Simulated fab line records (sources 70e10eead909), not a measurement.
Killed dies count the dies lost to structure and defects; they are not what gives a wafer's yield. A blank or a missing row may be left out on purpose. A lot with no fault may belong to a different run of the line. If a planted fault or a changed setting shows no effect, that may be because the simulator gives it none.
Comparing a struck lot with a sound one    flow nand harc    43 out of 1159 route steps
Sound: these wafers, L107.2, L107.3, L107.6. Wafers struck: L116.2, L116.3, L116.4. At the end, the cause is stated.
Per side, at each step with rows, come the tool, then ch with its chambers, and then its first start. Under that, the readings that differ: sound wafers    struck wafers    difference of the means    sigmas: that difference in standard deviations of wafers without a fault.
alike: same words and numbers on both sides, and readings whose means sit less than 2 such deviations apart. not compared: any withheld reading, any reading some wafer has no value for, any bound like >300 that may hide the same value, and any number with overlapping values for which the record gives no deviation.
A row with sigmas, a row that says differs or no value, or rows on one side alone: a step with any of these is where the two part. Numbers that don't overlap but have no deviation are shown without sigmas and don't part them. A reading missing from all wafers of one side parts the sides only when that side holds two or more wafers.

first, 9 steps without rows for these wafers: NHARC_P_GATE_OXIDE_02 (material SiO2, target thk 37.5 nm, ox time 365 s); NHARC_P_GATE_DEHYDRATE_03 (time 120 s); NHARC_P_GATE_HMDS_04 (time 30 s); NHARC_P_GATE_COAT_05; NHARC_P_GATE_SOFTBAKE_06 (time 95 s); NHARC_P_GATE_EBR_07; NHARC_P_GATE_EXPOSE_08 (exposes mask P HV); NHARC_P_GATE_PEB_09 (peb time 85 s); NHARC_P_GATE_DEVELOP_10 (time 70 s).
NHARC_P_GATE_CD_MEAS_11 targets a cd of 1640 nm.
  sound on cd sem-03 ch 0, day 6 13:37; struck on cd sem-01 ch 0, day 8 19:46
  alike: cd nm
then, 1 step without rows for these wafers: NHARC_P_GATE_HARDBAKE_12 (time 80 s).
NHARC_P_GATE_DESCUM_13: chemistry O2, time 3 s.
  sound on rie diel-11 ch 0,1, day 6 13:46; struck on rie diel-11 ch 0,2,3, day 8 19:56
  alike: chamber pressure mTorr, drypump motor current A, oes product au, rf vpp V, showerhead plenum p Torr, throttle valve pct
  not compared: rf hours counter h
NHARC_P_GATE_ETCH_14: etches SiO2 in dHF, target depth 48.8 nm.
  sound on wet bench-03 ch 1,2,4, day 6 13:54; struck on wet bench-09 ch 0,2,7, day 8 20:04
then, 6 steps without rows for these wafers: NHARC_P_GATE_STRIP_15 (strips in SPM, time 780 s); NHARC_P_GATE_PRECLEAN_71 (cleans in SC1); NHARC_P_GATE_SRD_72; NHARC_P_GATE_OXIDE_16 (material SiO2, target thk 3 nm, ox time 392 s); NHARC_P_GATE_CVD_17 (deposits poly-Si, target thk 150 nm, time 900 s); NHARC_P_GATE_HM_DEP_102 (deposits aC, target thk 120 nm).
NHARC_P_GATE_DEP_103: deposits SiON, target thk 30 nm.
  sound on pecvd-02 ch 0,1, day 7 02:55; struck on pecvd-02 ch 0,1, day 9 08:38
  alike: heater power w
then, 8 steps without rows for these wafers: NHARC_P_GATE_DEHYDRATE_18 (time 120 s); NHARC_P_GATE_HMDS_19 (time 30 s); NHARC_P_GATE_COAT_20 (resist thk 90 nm); NHARC_P_GATE_SOFTBAKE_21 (time 55 s); NHARC_P_GATE_EBR_22; NHARC_P_GATE_EXPOSE_23 (exposes mask P GATE, target cd 120 nm); NHARC_P_GATE_PEB_24 (peb time 65 s); NHARC_P_GATE_DEVELOP_25 (develop time 35 s).
NHARC_P_GATE_CD_MEAS_26 targets a cd of 120 nm.
  sound on cd sem-03 ch 0, day 7 03:39; struck on cd sem-01 ch 0, day 9 09:19
  alike: cd nm
NHARC_P_GATE_OVL_MEAS_27:
  sound: overlay-02 at day 7 03:44; struck: overlay-01 at day 9 09:25
  alike: overlay x nm, overlay y nm
NHARC_P_GATE_INSPECT_28:
  sound: defect inspect-02 at day 7 03:46; struck: defect inspect-02 at day 9 09:27
reading           sound   struck  difference  sigmas
raw defect count  16 7 6  3 4 2   -7          -3
then, 1 step without rows for these wafers: NHARC_P_GATE_DESCUM_31 (chemistry O2, time 3 s).
NHARC_P_GATE_ETCH_104: etches the open film in CF4/CHF3, target depth 60 nm.
  sound on rie diel-06 ch 0,1,2, day 7 03:55; struck on rie diel-11 ch 0,1,2, day 9 09:35
  alike: chamber pressure mTorr, drypump motor current A, oes product au, rf vpp V, showerhead plenum p Torr, throttle valve pct
then, 3 steps without rows for these wafers: NHARC_P_GATE_HM_OPEN_105 (chemistry O2/COS, target depth 360 nm); NHARC_P_GATE_STRIP_106 (strips in O2/COS); NHARC_P_GATE_ETCH_114 (etches the open film in CF4/O2, target depth 30 nm, overetch 3 nm, time 16.5 s).
NHARC_P_GATE_ETCH_32: etches the open film in HBr/Cl2, target depth 150 nm, time 100.1 s.
  sound on rie si-04 ch 0,2, day 7 04:25; struck on rie si-05 ch 0,1,3, day 9 10:05
  alike: chamber pressure mTorr, drypump motor current A, oes product au, throttle valve pct
  not compared: rf hours counter h
NHARC_P_GATE_STRIP_108: strips in O2.
  sound on rie diel-11 ch 1,3, day 7 04:35; struck on rie diel-05 ch 1,2,3, day 9 10:15
  alike: chamber pressure mTorr, drypump motor current A, oes product au, rf vpp V, showerhead plenum p Torr, throttle valve pct
  not compared: rf hours counter h
NHARC_P_GATE_CD_MEAS_33:
  sound: cd sem-02 at day 7 04:44; struck: cd sem-02 at day 9 10:26
  alike: cd nm
then, 3 steps without rows for these wafers: NHARC_P_GATE_STRIP_35 (strips in SPM, time 600 s); NHARC_P_GATE_PRECLEAN_73 (cleans in SC1); NHARC_P_GATE_SRD_74.
-- jump in the record: it breaks off in module P_GATE and resumes in module END (first step shown: number 1159 of the route), and 14 days separate the struck wafers' starts before and after --
NHARC_END_SORT_01:
  the record has rows for the struck wafers here (prober-01 ch 0, day 23 22:13) and none for the sound ones

## WHERE THEY PART
Earliest at NHARC_P_GATE_INSPECT_28; latest, in this record, at NHARC_END_SORT_01.

WHY: what had been put in by the simulator
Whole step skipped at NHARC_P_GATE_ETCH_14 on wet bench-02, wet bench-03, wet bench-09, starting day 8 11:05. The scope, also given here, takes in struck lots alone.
